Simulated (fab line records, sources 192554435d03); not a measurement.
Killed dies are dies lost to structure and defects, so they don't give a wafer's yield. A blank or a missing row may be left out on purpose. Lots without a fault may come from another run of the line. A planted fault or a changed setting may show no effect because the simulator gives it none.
Chamber matching | flow n5_finfet | N5_DUMMY_GATE_STRIP_48 on rie_diel-06: 4 sister chambers
The step strips in N2/H2, time 20 s. 16 wafers are shown with their chamber, then 8 later ones without.

WAFERS WITH THEIR CHAMBER
wafer  | chamber | showerhead_plenum_p_Torr (Torr) | drypump_motor_current_A (A) | throttle_valve_pct (%)
L076.2 | 1       | 3.51                            | 6.0                         | 12.50
L076.3 | 2       | 3.43                            | 5.1                         | 11.96
L076.5 | 0       | 3.54                            | 5.4                         | 12.15
L080.2 | 2       | 3.43                            | 5.1                         | 11.96
L080.3 | 0       | 3.54                            | 5.4                         | 12.15
L080.6 | 1       | 3.50                            | 6.0                         | 12.54
L081.2 | 1       | 3.50                            | 6.0                         | 12.56
L081.5 | 1       | 3.50                            | 6.0                         | 12.53
L081.6 | 0       | 3.54                            | 5.3                         | 12.16
L082.1 | 2       | 3.43                            | 5.1                         | 11.98
L082.3 | 0       | 3.54                            | 5.3                         | 12.16
L082.4 | 1       | 3.50                            | 6.0                         | 12.53
L086.2 | 0       | 3.53                            | 5.3                         | 12.18
L086.4 | 1       | 3.49                            | 5.9                         | 12.58
L086.6 | 2       | 3.42                            | 5.1                         | 12.03
L088.1 | 3       | 3.19                            | 4.9                         | 12.60

SIGNATURES (means of the wafers above)
reading                  | chamber 0 | chamber 1 | chamber 2 | chamber 3 | scatter within a chamber
showerhead_plenum_p_Torr | 3.5380    | 3.5000    | 3.4275    | 3.1900    | 0.00544
drypump_motor_current_A  | 5.340     | 5.983     | 5.100     | 4.900     | 0.0412
throttle_valve_pct       | 12.1600   | 12.5400   | 11.9825   | 12.6000   | 0.0253
Rule: a wafer's distance from a chamber is the root of the sum, over the readings, of the square of ((its reading less the chamber's mean) divided by the reading's scatter). The wafer belongs to the nearest chamber; if the next one is less than 2 further off, it can't be placed. The scatter: the root of (the sum of the squares of (reading less its chamber's mean) over the shown wafers, divided by (wafers less chambers)).

WAFERS WITHOUT THEIR CHAMBER
wafer  | showerhead_plenum_p_Torr (Torr) | drypump_motor_current_A (A) | throttle_valve_pct (%)
L088.5 | 3.49                            | 6.0                         | 12.56
L088.6 | 3.19                            | 4.9                         | 12.61
L092.1 | 3.49                            | 6.0                         | 12.57
L092.4 | 3.42                            | 5.1                         | 12.02
L092.6 | 3.19                            | 4.9                         | 12.62
L097.1 | 3.42                            | 5.0                         | 12.08
L097.4 | 3.49                            | 6.0                         | 12.61
L097.5 | 3.52                            | 5.3                         | 12.22

WHICH CHAMBER EACH WENT THROUGH
wafer  | from the rows above | in truth
L088.5 | 1                   | 1
L088.6 | 3                   | 3
L092.1 | 1                   | 1
L092.4 | 2                   | 2
L092.6 | 3                   | 3
L097.1 | 2                   | 2
L097.4 | 1                   | 1
L097.5 | 0                   | 0
Placed correctly: 8 of 8. Can't be placed from these rows: 0. Placed wrongly: 0.
